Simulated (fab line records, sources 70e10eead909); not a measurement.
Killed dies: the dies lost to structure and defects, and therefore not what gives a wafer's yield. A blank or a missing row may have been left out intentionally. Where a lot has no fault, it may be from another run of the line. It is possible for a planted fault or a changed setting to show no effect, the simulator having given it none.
Matching of chambers ; flow nand harc ; rie diel-01 running NHARC_A_STAIRCASE_DESCUM_219: 4 sister chambers
The step chemistry O2, time 3 s. 8 wafers are shown with their chamber, then 11 later ones without.

## WAFERS, EACH WITH ITS CHAMBER
wafer;chamber;drypump motor current A (A);showerhead plenum p Torr (Torr)
L080.5;0;5.9;1.79
L084.1;0;5.9;1.78
L084.2;1;4.8;1.77
L084.3;3;5.3;1.93
L084.4;2;6.3;1.85
L084.5;3;5.4;1.93
L084.6;2;6.2;1.85
L086.1;1;4.8;2.08

## WAFERS WITH NO CHAMBER GIVEN
wafer;drypump motor current A (A);showerhead plenum p Torr (Torr)
L086.2;6.2;1.85
L086.4;5.4;1.93
L089.1;6.2;1.85
L089.3;4.8;2.08
L089.4;5.4;1.93
L092.3;5.9;1.78
L092.4;4.8;2.07
L092.6;6.2;1.85
L096.1;4.8;2.07
L096.3;5.9;1.78
L096.5;5.4;1.93

## WHICH CHAMBER EACH WENT THROUGH
wafer;from the rows above;in truth
L086.2;2;2
L086.4;3;3
L089.1;2;2
L089.3;1;1
L089.4;3;3
L092.3;0;0
L092.4;1;1
L092.6;2;2
L096.1;1;1
L096.3;0;0
L096.5;3;3
Placed correctly: 11 of 11. Left unplaced by these rows: 0. 0 placed wrongly.
How it was worked out, from the rows above alone: a wafer's distance from a chamber is the root of the sum, over the readings, of the square of ((its reading less the chamber's mean) divided by the reading's scatter). The wafer belongs to the nearest chamber; if the next one is less than 2 further off, it can't be placed. A chamber's mean is the mean of its shown wafers. The scatter is the square root of a quotient: the sum, over the shown wafers, of each reading's squared deviation from its chamber's mean, divided by wafers minus chambers.
